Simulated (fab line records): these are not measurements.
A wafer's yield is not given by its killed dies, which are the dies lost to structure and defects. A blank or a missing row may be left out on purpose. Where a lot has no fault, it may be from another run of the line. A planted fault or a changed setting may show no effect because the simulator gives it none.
A lot that was struck, set against a sound lot -- flow nand-harc -- 36 steps out of a route of 1159
Sound: these wafers, L759.3, L759.4, L759.6. Wafers struck: L769.2, L769.3, L769.5. Last of all comes the cause.
At each step with rows: each side's tool, then ch and its chambers, then its first start. Under that, the readings that differ: sound wafers -- struck wafers -- difference of the means -- sigmas: that difference in standard deviations of wafers without a fault.
alike: readings with means less than 2 such deviations apart, plus words and numbers identical on both sides. not compared: withheld readings, readings lacking a value on some wafer, bounds such as >300 that could conceal the same value, and numbers that have no deviation in the record and whose values overlap.
A row with sigmas, a row that says differs or no value, or rows on one side alone: a step with any of these is where the two part. Numbers that have no deviation but don't overlap get no sigmas and don't part them. Lack of a reading on every wafer of one side parts them only where that side has two or more wafers.

first, 3 steps without rows for these wafers: NHARC_A_STAIRCASE_STRIP_317 (strips in SPM, time 900 s); NHARC_A_STAIRCASE_PRECLEAN_318 (cleans in SC1); NHARC_A_STAIRCASE_SRD_329.
NHARC_A_STAIRCASE_ALD_415: deposits SiO2, target thk 30 nm, pulse time 6 s, ald cycles 300.
  sound on ald-hk-04 ch 0,1,3, day 12 05:32; struck on ald-hk-03 ch 0,1,3, day 14 05:49
  alike: heater-power-w, precursor-pulse-height-rel
then, 7 steps without rows for these wafers: NHARC_A_STAIRCASE_ETCHBACK_416 (etches the open film in C4F8/O2/Ar, target depth 36 nm, time 7.2 s); NHARC_A_STAIRCASE_STRIP_476 (strips in O2, time 20 s); NHARC_A_STAIRCASE_DEP_417 (deposits Si3N4, target thk 60 nm); NHARC_A_STAIRCASE_WET_418 (chemistry H3PO4, target depth 20 nm); NHARC_A_STAIRCASE_PRECLEAN_419 (cleans in SC1); NHARC_A_STAIRCASE_SRD_421; NHARC_A_STAIRCASE_ALD_420 (deposits SiO2, target thk 20 nm, pulse time 6 s, ald cycles 200).
NHARC_A_STAIRCASE_CVD_552: deposits SiNx, target thk 40 nm.
  sound on lpcvd-02 ch 1, day 12 16:55; struck on lpcvd-02 ch 0, day 14 14:56
  alike: spike-tc-lower-C, spike-tc-top-C
then, 15 steps without rows for these wafers: NHARC_A_STAIRCASE_DEP_151 (deposits SiO2, target thk 3800 nm); NHARC_A_STAIRCASE_ANNEAL_320 (time 1800 s); NHARC_A_STAIRCASE_DEP_322 (deposits SiO2, target thk 3800 nm); NHARC_A_STAIRCASE_ANNEAL_323 (time 1800 s); NHARC_A_STAIRCASE_DEP_325 (deposits SiO2, target thk 3800 nm); NHARC_A_STAIRCASE_ANNEAL_326 (time 1800 s); NHARC_A_STAIRCASE_DEHYDRATE_433 (time 120 s); NHARC_A_STAIRCASE_HMDS_434 (time 30 s); NHARC_A_STAIRCASE_COAT_435; NHARC_A_STAIRCASE_SOFTBAKE_436 (time 170 s); NHARC_A_STAIRCASE_EBR_437; NHARC_A_STAIRCASE_EXPOSE_438 (exposes mask STAIR REV); NHARC_A_STAIRCASE_PEB_439 (peb time 130 s); NHARC_A_STAIRCASE_DEVELOP_440 (time 140 s); NHARC_A_STAIRCASE_HARDBAKE_442 (time 140 s).
NHARC_A_STAIRCASE_DESCUM_443: chemistry O2, time 3 s.
  sound on rie-diel-04 ch 1,3, day 13 21:04; struck on rie-diel-08 ch 1,2, day 15 20:43
  alike: drypump-motor-current-A, oes-product-au, rf-vpp-V, showerhead-plenum-p-Torr, throttle-valve-pct
  not compared: rf-hours-counter-h
NHARC_A_STAIRCASE_ETCH_444: etches the open film in C4F8/O2, target depth 10200 nm, time 3400 s.
  sound on rie-diel-04 ch 0,1, day 13 21:08; struck on rie-diel-08 ch 1,2, day 15 20:51
  alike: oes-product-au, rf-vpp-V
  not compared: rf-hours-counter-h
NHARC_A_STAIRCASE_STRIP_446: strips in O2.
  sound on plasma-asher-01 ch 0,1, day 13 23:30; struck on plasma-asher-02 ch 1, day 15 23:08
reading,sound,struck,difference,sigmas
drypump-motor-current-A (A),5.64 5.37 5.34,5.89 5.87 5.92,+0.44,+2
  alike: heater-power-w
  not compared: rf-hours-counter-h
then, 3 steps without rows for these wafers: NHARC_A_STAIRCASE_STRIP_447 (strips in SPM, time 900 s); NHARC_A_STAIRCASE_PRECLEAN_448 (cleans in SC1); NHARC_A_STAIRCASE_SRD_449.
NHARC_A_STAIRCASE_CMP_450: polishes SiO2, target thk 200 nm.
  sound on cmp-04 ch 0,1,2, day 14 00:14; struck on cmp-04 ch 1,2, day 15 23:53
  alike: motor-current-A, slurry-filter-dp-kPa
then, 1 step without rows for these wafers: NHARC_A_STAIRCASE_CMP_152 (polishes).
-- jump in the record: it breaks off in module A_STAIRCASE and resumes in module END (first step shown: number 1159 of the route), and 6 days separate the struck wafers' starts before and after --
NHARC_END_SORT_01:
  here the record holds rows for the struck wafers (prober-01 ch 0, day 21 21:31) but none for the sound ones

== WHERE THEY PART ==
Last at NHARC_END_SORT_01 as far as this record goes, first at NHARC_A_STAIRCASE_STRIP_446.

WHY: what had been put in by the simulator
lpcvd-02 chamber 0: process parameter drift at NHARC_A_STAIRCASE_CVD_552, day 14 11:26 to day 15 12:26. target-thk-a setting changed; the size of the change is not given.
